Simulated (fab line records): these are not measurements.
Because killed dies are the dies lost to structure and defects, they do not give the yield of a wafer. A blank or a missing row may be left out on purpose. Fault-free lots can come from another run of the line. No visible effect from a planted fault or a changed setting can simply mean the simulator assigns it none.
A struck lot beside a sound one | flow n5-finfet | 26 out of 1938 route steps
Sound: wafers L324.1, L324.2, L324.3. Wafers struck: L326.2, L326.4, L326.6. At the end, the cause is stated.
At each step with rows: each side's tool, then ch and its chambers, then its first start. Under that, the readings that differ: sound wafers | struck wafers | difference of the means | sigmas: that difference in standard deviations of wafers without a fault.
alike: a reading whose means differ by less than 2 such deviations, as well as words and numbers matching on both sides. not compared: withheld readings; readings where some wafer has no value; bounds like >300 that might hide an equal value; numbers whose values overlap and for which the record gives no deviation.
A row with sigmas, a row that says differs or no value, or rows on one side alone: a step with any of these is where the two part. Non-overlapping numbers with no deviation appear without sigmas and do not part them. A reading that every wafer of one side lacks parts them only if that side has two wafers or more.

first, 10 steps without rows for these wafers: N5_BEOL_M3_DESCUM_16 (chemistry O2, time 7 s); N5_BEOL_M3_ETCH_74 (etches underlayer in N2/H2, target depth 6.5 nm, time 5.2 s); N5_BEOL_M3_ETCH_63 (etches SiARC in CF4, target depth 15.6 nm, time 26 s); N5_BEOL_M3_ETCH_64 (etches SOC in N2/H2, target depth 75 nm, overetch 15 nm, time 112.5 s); N5_BEOL_M3_STRIP_65 (strips in N2/H2); N5_BEOL_M3_STRIP_75 (strips in N2/H2); N5_BEOL_M3_STRIP_66 (strips in CF4); N5_BEOL_M3_HM_OPEN_17 (chemistry Cl2/BCl3, target TiN, target depth 20 nm, overetch 6 nm); N5_BEOL_M3_STRIP_19 (strips in O2); N5_BEOL_M3_COAT_67 (time 60 s, resist thk 60 nm).
N5_BEOL_M3_COAT_68: time 60 s, resist thk 12 nm.
  sound on litho-track-02 ch 0, day 10 02:34; struck on litho-track-02 ch 0, day 10 06:02
  reading                                    | sound                | struck               | difference | sigmas
  spin-speed-rpm (rpm)                       | 1498.7 1500.7 1500.5 | 1429.7 1429.7 1431.4 | -69.7      | -70
  model.SiARC_of_BEOL_M3_COAT_68.thk-nm (nm) | 12 12 12             | 12.4 12.4 12.4       | +0.4       |
  alike: exhaust-pa
then, 9 steps without rows for these wafers: N5_BEOL_M3_COAT_76 (time 60 s, resist thk 5 nm); N5_BEOL_M3_COAT_22 (resist thk 30 nm); N5_BEOL_M3_EBR_24; N5_BEOL_M3_SOFTBAKE_23 (time 60 s); N5_BEOL_M3_EXPOSE_25 (exposes mask V2, defocus 5 nm); N5_BEOL_M3_PEB_26 (peb time 60 s); N5_BEOL_M3_DEVELOP_27 (develop time 30 s); N5_BEOL_M3_DESCUM_33 (chemistry O2, time 7 s); N5_BEOL_M3_ETCH_77 (etches underlayer in N2/H2, target depth 6.5 nm, time 5.2 s).
N5_BEOL_M3_ETCH_69: etches SiARC in CF4, target depth 15.6 nm, time 26 s.
  sound on rie-diel-05 ch 0,2,3, day 10 03:13; struck on rie-diel-06 ch 1,2,3, day 10 06:56
  reading                  | sound             | struck           | difference | sigmas
  model.etch.depth-nm (nm) | 12.07 12.04 12.05 | 12.37 12.3 12.35 | +0.29      |
  alike: drypump-motor-current-A, etch-rf-on-time-s, mfc-ar-sccm, oes-product-au, rf-fwd-power-W, rf-vpp-V, showerhead-plenum-p-Torr, throttle-valve-pct
  not compared: rf-hours-counter-h
then, 2 steps without rows for these wafers: N5_BEOL_M3_ALD_98 (deposits SiO2, target thk 2.5 nm, pulse time 1 s, co reactant pulse time 1 s); N5_BEOL_M3_ETCHBACK_99 (etches SiO2 in CHF3, target depth 5 nm, time 10.4 s).
N5_BEOL_M3_ETCH_70: etches SOC in N2/H2, target depth 80 nm, overetch 16 nm, time 120 s.
  sound on rie-diel-05 ch 1,2,3, day 10 11:03; struck on rie-diel-06 ch 2,3, day 10 14:04
  alike: drypump-motor-current-A, h2-flow-sccm, n2-flow-sccm, oes-product-au, rf-fwd-power-W, rf-vpp-V, showerhead-plenum-p-Torr, throttle-valve-pct
  not compared: rf-hours-counter-h, model.SiARC_of_BEOL_M3_COAT_68.thk-nm
then, 1 step without rows for these wafers: N5_BEOL_M3_STRIP_71 (strips in N2/H2).
N5_BEOL_M4_RC_MEAS_101:
  sound on prober-02 ch 0, day 11 05:47; struck on prober-01 ch 0, day 11 07:44
  reading       | sound          | struck         | difference | sigmas
  SS_N (mV/dec) | 70.3 70.8 71.4 | 72.5 72.0 72.7 | +1.6       | +2
  alike: DIBL_N, DIBL_P, IOFF_N, IOFF_P, ION_N, ION_P, SS_P, VT_N, VT_P

## WHERE THEY PART
First at N5_BEOL_M3_COAT_68; last, within this record, at N5_BEOL_M4_RC_MEAS_101.

WHY: what had been put in by the simulator
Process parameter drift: litho-track-02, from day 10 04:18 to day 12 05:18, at N5_BEOL_M3_COAT_68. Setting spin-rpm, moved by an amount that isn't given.
